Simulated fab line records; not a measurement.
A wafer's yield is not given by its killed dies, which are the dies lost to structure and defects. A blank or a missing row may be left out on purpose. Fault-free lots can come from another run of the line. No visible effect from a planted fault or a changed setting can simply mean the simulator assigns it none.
Comparing a struck lot with a sound one -- flow nand harc -- 40 steps out of a route of 1159
Sound: wafers L344.1, L344.2, L344.6. Struck: wafer L349.6 (left out: L349.2, L349.4 of the same lot, which were not struck); the cause appears at the end.
Order at every step that has rows: each side's tool, ch and its chambers, its first start. Under that, the readings that differ: sound wafers -- struck wafers -- difference of the means -- sigmas: that difference in standard deviations of wafers without a fault.
alike: readings whose means differ by less than 2 such deviations, and words and numbers that are the same on both sides. not compared: withheld readings, readings that some wafer has no value for, bounds like >300 that may hide the same value, and numbers for which the record gives no deviation and whose values overlap.
The two part at a step that has a row with sigmas, a row that says differs or no value, or rows on one side only. Numbers that don't overlap but have no deviation are shown without sigmas and don't part them. A reading missing from all wafers of one side parts the sides only when that side holds two or more wafers.

NHARC_A_BONDPAD_OVL_MEAS_35:
  sound on overlay-01 at day 19 12:50; struck on overlay-01 at day 21 04:20
  alike: overlay x nm, overlay y nm
then, 3 steps without rows for these wafers: NHARC_A_BONDPAD_HARDBAKE_10 (time 65 s); NHARC_A_BONDPAD_DESCUM_11 (chemistry O2, time 3 s); NHARC_A_BONDPAD_ETCH_34 (etches the open film in N2/H2, target depth 60 nm, overetch 18 nm, time 65.91 s).
NHARC_A_BONDPAD_ETCH_12: etches the open film in CHF3/O2, target depth 220 nm, time 110 s.
  sound: rie diel-08 ch 0,3; struck: rie diel-01 ch 0
reading,sound,struck,difference,sigmas
throttle valve pct (%),20.572 20.564 20.574,20.592,+0.022,+3
  alike: chamber pressure mTorr, drypump motor current A, oes product au, rf vpp V, showerhead plenum p Torr
  not compared: rf hours counter h
NHARC_A_BONDPAD_CD_MEAS_13:
  sound on cd sem-01 at day 19 13:17; struck on cd sem-03 at day 21 04:50
  alike: cd nm
NHARC_A_BONDPAD_STRIP_15: strips in O2.
  sound on rie diel-08 ch 1,2, day 19 13:22; struck on rie diel-01 ch 0, day 21 04:55
  alike: chamber pressure mTorr, drypump motor current A, oes product au, rf vpp V, showerhead plenum p Torr, throttle valve pct
  not compared: rf hours counter h
NHARC_A_BONDPAD_ETCH_24: etches the open film in CF4/N2, target depth 30 nm, time 72.99 s.
  sound: rie diel-08 ch 0,1; struck: rie diel-01 ch 1
  alike: chamber pressure mTorr, drypump motor current A, oes product au, rf vpp V, showerhead plenum p Torr, throttle valve pct
  not compared: rf hours counter h
then, 1 step without rows for these wafers: NHARC_A_BONDPAD_STRIP_16 (strips in post etch residue remover, time 600 s).
NHARC_A_BONDPAD_DEGAS_25: time 60 s.
  sound on pvd sputter-01 at day 19 13:55; struck on pvd sputter-01 at day 21 05:28
  alike: heater power w
then, 2 steps without rows for these wafers: NHARC_A_BONDPAD_PRE_CLEAN_26 (time 30 s); NHARC_A_BONDPAD_PVD_17 (deposits TaN, target thk 5 nm, time 8.06 s).
NHARC_A_BONDPAD_PVD_27: deposits Cu, target thk 30 nm, time 20.49 s.
  sound on pvd sputter-01 at day 19 14:08; struck on pvd sputter-01 at day 21 05:41
  alike: throttle valve pct
then, 4 steps without rows for these wafers: NHARC_A_BONDPAD_ECD_18 (material Cu, target thk 400 nm); NHARC_A_BONDPAD_ANNEAL_28 (time 90 s); NHARC_A_BONDPAD_CMP_19 (polishes, t overpolish 30 s, cu recess touch 16 s, target thk 169.8 nm); NHARC_A_BONDPAD_SRD_21 (time 30 s, dry time 20 s).
NHARC_A_BONDPAD_INSPECT_23:
  sound on defect inspect-02 at day 19 15:37; struck on defect inspect-01 at day 21 07:06
reading,sound,struck,difference,sigmas
raw defect count,535 345 322,752,+351,+3
NHARC_HYBRID_BOND_ACTIVATE_00: chemistry N2, time 60 s.
  the record has rows for the sound wafers here (rie diel-06 ch 0,1,2, day 19 15:41) and none for the struck ones
then, 4 steps without rows for these wafers: NHARC_HYBRID_BOND_PRECLEAN_01 (cleans in DIW, time 300 s); NHARC_HYBRID_BOND_SRD_02 (time 30 s, dry time 20 s); NHARC_HYBRID_BOND_BOND_03; NHARC_HYBRID_BOND_ANNEAL_04 (time 7200 s).
NHARC_HYBRID_BOND_OVL_MEAS_05:
  the record holds rows for the sound wafers here (overlay-02, day 20 04:07) but none for the struck ones
NHARC_HYBRID_BOND_INSPECT_06: inspects for defects (ir void).
  the record holds rows for the sound wafers here (defect inspect-01, day 20 04:10) but none for the struck ones
then, 2 steps without rows for these wafers: NHARC_THIN_TSV_GRIND_00; NHARC_THIN_TSV_CMP_01 (polishes).
NHARC_THIN_TSV_THK_MEAS_02: measures by ir.
  the record holds rows for the sound wafers here (film metro-01, day 20 07:00) but none for the struck ones
then, 11 steps without rows for these wafers: NHARC_THIN_TSV_SRD_03; NHARC_THIN_TSV_PRECLEAN_41 (cleans in SC1); NHARC_THIN_TSV_SRD_42; NHARC_THIN_TSV_DEP_43 (deposits SiO2, target thk 1328.5 nm); NHARC_THIN_TSV_DEHYDRATE_04 (time 120 s); NHARC_THIN_TSV_HMDS_05 (time 30 s); NHARC_THIN_TSV_COAT_06; NHARC_THIN_TSV_SOFTBAKE_07 (time 95 s); NHARC_THIN_TSV_EBR_08; NHARC_THIN_TSV_EXPOSE_09 (exposes mask TSV); NHARC_THIN_TSV_PEB_10 (peb time 85 s).
NHARC_END_SORT_01:
  sound on prober-01 ch 0, day 20 21:46; struck on prober-01 ch 0, day 22 22:02
reading,sound,struck,difference,sigmas
defect limited yield (%),95.4 95.1 96.0,0,-96,-64
killed at array,27 28 22,671,+645,+67
killed dies,31 33 27,677,+647,+65
killed short,2 1 1,5,+4,+3
sort_bin_2_pct (%),1.8 1.8 0.9,95.0,+93.5,+99 or more
sort_bin_3_pct (%),0.15 0.15 0.15,0.74,+0.59,+3
sort n pass,646 644 650,0,-647,-65
sort rim yield pct (%),98 97 95,0,-97,-30
sort yield pct (%),95.4 95.1 96.0,0,-96,-64
  alike: killed at other, killed at periphery, killed open, sort_bin_4_pct

== WHERE THEY PART ==
Earliest at NHARC_A_BONDPAD_ETCH_12; latest, in this record, at NHARC_END_SORT_01.

WHY: the cause the simulator had injected
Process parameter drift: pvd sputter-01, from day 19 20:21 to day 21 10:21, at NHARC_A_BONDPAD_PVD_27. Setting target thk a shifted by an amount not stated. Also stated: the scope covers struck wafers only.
